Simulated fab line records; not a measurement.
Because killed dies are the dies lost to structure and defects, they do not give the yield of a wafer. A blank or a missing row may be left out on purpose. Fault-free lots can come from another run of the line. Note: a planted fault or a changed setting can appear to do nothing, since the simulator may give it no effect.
A struck lot beside a sound one ; flow n5Finfet ; 14 steps out of a route of 1938
Sound: the wafers L617.3, L617.4, L617.6. Wafers L625.2, L625.4, L625.5 were the ones struck. At the end, the cause is stated.
Order at every step that has rows: each side's tool, ch and its chambers, its first start. Under that, the readings that differ: sound wafers ; struck wafers ; difference of the means ; sigmas: that difference in standard deviations of wafers without a fault.
alike: words and numbers the same on both sides, and readings whose means are apart by under 2 such deviations; not compared: readings that were withheld, readings missing a value for some wafer, numbers with overlapping values and no deviation given by the record, and bounds like >300 which may hide the same value.
A row with sigmas, a row that says differs or no value, or rows on one side alone: a step with any of these is where the two part. When numbers do not overlap yet have no deviation, they are printed without sigmas and do not part them. Lack of a reading on every wafer of one side parts them only where that side has two or more wafers.

first, 8 steps without rows for these wafers: N5_WELL_APT_HMDS_01 (time 60 s); N5_WELL_APT_COAT_02 (resist thk 950 nm); N5_WELL_APT_EBR_04; N5_WELL_APT_SOFTBAKE_03 (time 60 s); N5_WELL_APT_EXPOSE_05 (exposes mask NWELL, defocus 0 nm, target cd 200 nm); N5_WELL_APT_PEB_06 (peb time 90 s); N5_WELL_APT_DEVELOP_07 (develop time 45 s); N5_WELL_APT_HARDBAKE_12 (time 120 s).
N5_WELL_APT_CD_MEAS_08: the cd target is 200 nm.
  sound on cdSem-03 ch 0, day 2 01:49; struck on cdSem-02 ch 0, day 4 01:49
  alike: cdNm
N5_WELL_APT_OVL_MEAS_09:
  sound on overlay-02 ch 0, day 2 01:51; struck on overlay-01 ch 0, day 4 01:50
  alike: NWELL_OVL
N5_WELL_APT_INSPECT_10: inspects for defects (macro).
  sound: defectInspect-01 at day 2 01:52; struck: defectInspect-02 at day 4 01:52
  alike: rawDefectCount
N5_WELL_APT_DESCUM_13: chemistry O2, time 7.9 s.
  sound on rieDiel-02 ch 0,1,2, day 2 01:55; struck on rieDiel-04 ch 1,2, day 4 01:55
  alike: drypumpMotorCurrentA, oesProductAu, rfVppV, showerheadPlenumPTorr, throttleValvePct
  not compared: rfHoursCounterH
N5_WELL_APT_IMPLANT_14:
  sound on implanter-02 ch 0, day 2 02:04; struck on implanter-02 ch 0, day 4 02:03
reading;sound;struck;difference;sigmas
model.implant.rpNm (nm);199.3 199.3 199.3;87.33 87.33 87.33;-111.97;
model.implant.drpNm (nm);65.9 65.9 65.9;35.37 35.37 35.37;-30.53;
  alike: beamOnS
then, 1 step without rows for these wafers: N5_WELL_APT_IMPLANT_15.

WHERE THEY PART
Nowhere in this record.

WHY: what had been put in by the simulator
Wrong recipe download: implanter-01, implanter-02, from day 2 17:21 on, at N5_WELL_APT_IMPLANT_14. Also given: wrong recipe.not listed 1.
